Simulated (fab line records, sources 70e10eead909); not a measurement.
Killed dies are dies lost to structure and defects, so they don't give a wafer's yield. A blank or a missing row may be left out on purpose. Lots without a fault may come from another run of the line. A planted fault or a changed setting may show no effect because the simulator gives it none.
fab line records | flow nand_harc | part 2 of 2: steps 25 to 36 of 36
record lots=5 wafers=15 last_day=24
route steps=1159 shown P_ZERO_WELL@9
lots that met no fault: from a run of the same line without faults
start_h: hours from the record's first day to the start of the lot's first wafer shown | wait_h: hours since the lot's step before | " the same as in the row above | L1.1+2: a row that stands for several wafers | - no value, or no start given | * or withheld: withheld | < > ~ a bound
route shown NAME@n: a module of which the file shows steps, and the number in the route of the first | usual: mean/standard deviation of fault-free wafers | same: alike in all rows | chamber/n: place in a boat | sites: the reading at each site | _std_site: their standard deviation | _edge_site: outer sites' mean less inner sites' | radius_mm: how far each site lies from the wafer's centre | mask NAME#n: copy n | behind: the tool/chamber that last shaped the wafer | hold: why the lot was held/for how many hours/how that ended | device: the transistor (n, p or np) that didn't switch | end of line: the same wafers' tests at the end of the route | a step without rows: its recipe alone | killed: dies lost to structure and defects at the first sort, not the wafer's yield | map: a wafer's dies, x killed, . not, _ none there
set.NAME: the setting as run; set.NAME@STEP: as run at that earlier step | model.NAME: the simulator's own value behind a step, which no gauge read
lots at some steps of the route; a table a step, a row a wafer
services: from which hour (start_h, from the record's first day; less than 0 if before it) a tool's chamber was out of use, for how many hours, and why
## steps
# step NHARC_P_ZERO_WELL_IMPLANT_57
# recipe energy_kev=250 dose_cm2=4e+12 tilt_deg=7
# usual beam_energy_keV=250.01/0.075
# same implant_ion_amu=31
# columns lot.wafer tool chamber start_h wait_h beam_energy_keV
L082.2 implanter-01 0 63.00 0.2 250.02
L082.3 " 0 " " 249.95
L082.5 " 0 " " 250.03
L083.1 implanter-02 0 69.08 0.2 249.93
L083.2 " 0 " " 249.93
L083.4 " 0 " " 249.87
L087.4 implanter-01 0 93.20 0.1 249.99
L087.5 " 0 " " 250.06
L087.6 " 0 " " 250.03
L089.1 implanter-02 0 104.96 0.1 249.90
L089.2 " 0 " " 249.95
L089.5 " 0 " " 249.94
L097.3 implanter-01 0 153.15 0.1 250.06
L097.4 " 0 " " 250.05
L097.6 " 0 " " 250.06
# step NHARC_P_ZERO_WELL_IMPLANT_58
# recipe energy_kev=100 dose_cm2=2e+12 tilt_deg=7
# usual beam_energy_keV=100.00/0.037
# same implant_ion_amu=75
# columns lot.wafer tool chamber start_h wait_h beam_energy_keV
L082.2 implanter-01 0 63.19 0.2 99.98
L082.3 " 0 " " 99.97
L082.5 " 0 " " 99.98
L083.1 implanter-02 0 69.26 0.1 100.04
L083.2 " 0 " " 100.06
L083.4 " 0 " " 100.05
L087.4 implanter-01 0 93.38 0.1 100.02
L087.5 " 0 " " 100.04
L087.6 " 0 " " 100.01
L089.1 implanter-02 0 105.14 0.1 99.99
L089.2 " 0 " " 100.00
L089.5 " 0 " " 100.00
L097.3 implanter-01 0 153.33 0.1 99.96
L097.4 " 0 " " 99.97
L097.6 " 0 " " 99.94
# step NHARC_P_ZERO_WELL_STRIP_28
# recipe time_s=840 temp_c=130 chemistry=SPM
# usual bath_guard_temp_C=130.1/0.59
# columns lot.wafer tool chamber start_h wait_h bath_guard_temp_C
L082.5 wet_bench-03 4 63.38 0.1 130.2
L082.2 " 5 " " 129.7
L082.3 " 6 " " 129.3
L083.2 wet_bench-05 6 69.50 0.2 130.0
L083.1 " 7 " " 129.5
L083.4 " 3 " " 130.2
L087.6 wet_bench-05 2 93.50 0.0 130.4
L087.4 " 4 " " 130.4
L087.5 " 7 " " 129.8
L089.5 wet_bench-03 4 105.36 0.1 130.3
L089.1 " 7 " " 131.0
L089.2 " 0 " " 129.0
L097.6 wet_bench-05 2 153.51 0.1 130.3
L097.3 " 3 " " 130.3
L097.4 " 4 " " 130.4
# step NHARC_P_ZERO_WELL_DEHYDRATE_29
# recipe temp_c=150 time_s=120
# usual heater_power_total_W=182.5/1.3
# columns lot.wafer tool chamber start_h wait_h heater_power_total_W
L082.2 litho_track-07 0 63.70 - 183.6
L082.3 " 0 " " 182.3
L082.5 " 0 " " 181.0
L083.1 litho_track-07 0 69.83 - 181.3
L083.2 " 0 " " 184.0
L083.4 " 0 " " 183.4
L087.4 litho_track-07 0 93.84 - 181.9
L087.5 " 0 " " 183.5
L087.6 " 0 " " 183.0
L089.1 litho_track-05 0 105.69 - 183.2
L089.2 " 0 " " 183.9
L089.5 " 0 " " 183.6
L097.3 litho_track-07 0 153.82 - 181.2
L097.4 " 0 " " 183.7
L097.6 " 0 " " 182.8
# step NHARC_P_ZERO_WELL_HMDS_30
# recipe time_s=30
# columns lot.wafer tool chamber start_h wait_h
L082.2+3+5 litho_track-07 0 - -
L083.1+2+4 litho_track-07 0 - -
L087.4+5+6 litho_track-07 0 - -
L089.1+2+5 litho_track-05 0 - -
L097.3+4+6 litho_track-07 0 - -
# step NHARC_P_ZERO_WELL_COAT_31
# recipe spin_rpm=withheld
# columns lot.wafer tool chamber start_h wait_h
L082.2+3+5 litho_track-07 0 - -
L083.1+2+4 litho_track-07 0 - -
L087.4+5+6 litho_track-07 0 - -
L089.1+2+5 litho_track-05 0 - -
L097.3+4+6 litho_track-07 0 - -
# step NHARC_P_ZERO_WELL_SOFTBAKE_32
# recipe temp_c=122 time_s=95
# usual heater_power_total_W=160.1/0.46
# columns lot.wafer tool chamber start_h wait_h heater_power_total_W
L082.2 litho_track-07 0 - - 159.3
L082.3 " 0 " " 159.9
L082.5 " 0 " " 160.5
L083.1 litho_track-07 0 - - 160.7
L083.2 " 0 " " 160.4
L083.4 " 0 " " 160.7
L087.4 litho_track-07 0 - - 160.5
L087.5 " 0 " " 160.0
L087.6 " 0 " " 160.0
L089.1 litho_track-05 0 - - 159.9
L089.2 " 0 " " 160.1
L089.5 " 0 " " 159.2
L097.3 litho_track-07 0 - - 160.4
L097.4 " 0 " " 160.2
L097.6 " 0 " " 159.8
# step NHARC_P_ZERO_WELL_EBR_33
# columns lot.wafer tool chamber start_h wait_h
L082.2+3+5 litho_track-07 0 - -
L083.1+2+4 litho_track-07 0 - -
L087.4+5+6 litho_track-07 0 - -
L089.1+2+5 litho_track-05 0 - -
L097.3+4+6 litho_track-07 0 - -
# step NHARC_P_ZERO_WELL_EXPOSE_34
# recipe na=0.6 target_cd_nm=720 dose_mj=22.31 mask_id=P_PWELL
# usual stage_vel_mm_s=500.04/0.23
# columns lot.wafer tool chamber start_h wait_h mask stage_vel_mm_s
L082.2 krf_scanner-01 0 63.98 - P_PWELL#0 500.09
L082.3 " 0 " " P_PWELL#0 500.36
L082.5 " 0 " " P_PWELL#0 500.00
L083.1 krf_scanner-04 0 70.10 - P_PWELL#0 499.91
L083.2 " 0 " " P_PWELL#0 499.42
L083.4 " 0 " " P_PWELL#0 499.85
L087.4 krf_scanner-04 0 94.00 - P_PWELL#0 499.97
L087.5 " 0 " " P_PWELL#0 499.72
L087.6 " 0 " " P_PWELL#0 499.77
L089.1 krf_scanner-03 0 105.96 - P_PWELL#0 499.70
L089.2 " 0 " " P_PWELL#0 500.26
L089.5 " 0 " " P_PWELL#0 499.94
L097.3 krf_scanner-04 0 154.10 - P_PWELL#0 499.90
L097.4 " 0 " " P_PWELL#0 499.94
L097.6 " 0 " " P_PWELL#0 500.18
# step NHARC_P_ZERO_WELL_PEB_35
# recipe peb_temp_c=118 peb_time_s=85
# usual heater_power_total_W=163.98/0.28
# columns lot.wafer tool chamber start_h wait_h heater_power_total_W
L082.2 litho_track-07 0 64.04 0.1 164.20
L082.3 " 0 " " 164.33
L082.5 " 0 " " 163.76
L083.1 litho_track-07 0 70.17 0.1 163.92
L083.2 " 0 " " 164.34
L083.4 " 0 " " 164.25
L087.4 litho_track-05 0 94.05 0.0 163.67
L087.5 " 0 " " 164.39
L087.6 " 0 " " 164.21
L089.1 litho_track-03 0 106.02 0.1 163.68
L089.2 " 0 " " 163.65
L089.5 " 0 " " 164.37
L097.3 litho_track-07 0 154.16 0.1 164.24
L097.4 " 0 " " 164.33
L097.6 " 0 " " 164.15
# step NHARC_P_ZERO_WELL_DEVELOP_36
# recipe time_s=70
# columns lot.wafer tool chamber start_h wait_h
L082.2+3+5 litho_track-07 0 - -
L083.1+2+4 litho_track-07 0 - -
L087.4+5+6 litho_track-05 0 - -
L089.1+2+5 litho_track-03 0 - -
L097.3+4+6 litho_track-07 0 - -
# step NHARC_P_ZERO_WELL_CD_MEAS_37
# recipe target_cd_nm=720 landing_energy_ev=500
# usual cd_nm=720.1/1.7
# columns lot.wafer tool chamber start_h wait_h cd_nm
L082.2 cd_sem-03 0 64.13 - 721.2
L082.3 " 0 " " 719.8
L082.5 " 0 " " 719.9
L083.1 cd_sem-01 0 70.26 - 716.9
L083.2 " 0 " " 719.6
L083.4 " 0 " " 720.6
L087.4 cd_sem-01 0 94.14 - 721.1
L087.5 " 0 " " 721.3
L087.6 " 0 " " 718.2
L089.1 cd_sem-02 0 106.11 - 718.7
L089.2 " 0 " " 716.9
L089.5 " 0 " " 718.9
L097.3 cd_sem-02 0 154.26 - 720.9
L097.4 " 0 " " 722.7
L097.6 " 0 " " 722.8
## services
# columns tool chamber start_h hours kind
litho_track-03 - 38.00 7.0 pm
krf_scanner-01 - 41.37 0.5 repair
krf_scanner-04 - 44.05 3.7 repair
rie_si-01 2 44.99 5.1 repair
rie_diel-07 - 51.20 9.0 pm
rie_diel-02 0 56.20 - clean
rie_diel-12 2 56.92 9.4 repair
litho_track-05 - 62.00 7.0 pm
rie_si-05 - 62.03 9.0 pm
krf_scanner-01 - 70.29 0.6 repair
krf_scanner-01 - 84.00 4.0 pm
implanter-02 - 85.00 13.0 pm
rie_diel-12 3 85.47 7.1 repair
rie_si-04 - 99.00 9.0 pm
rie_si-01 1 104.80 2.3 repair
implanter-02 - 106.41 2.7 repair
krf_scanner-04 - 113.69 1.4 repair
rie_si-01 1 121.95 4.6 repair
rie_diel-02 2 125.84 5.7 repair
krf_scanner-04 - 126.00 4.0 pm
rie_si-01 - 127.00 9.0 pm
implanter-02 - 145.37 5.8 repair
wet_bench-03 - 146.40 8.0 pm
rie_diel-02 - 150.70 9.0 pm
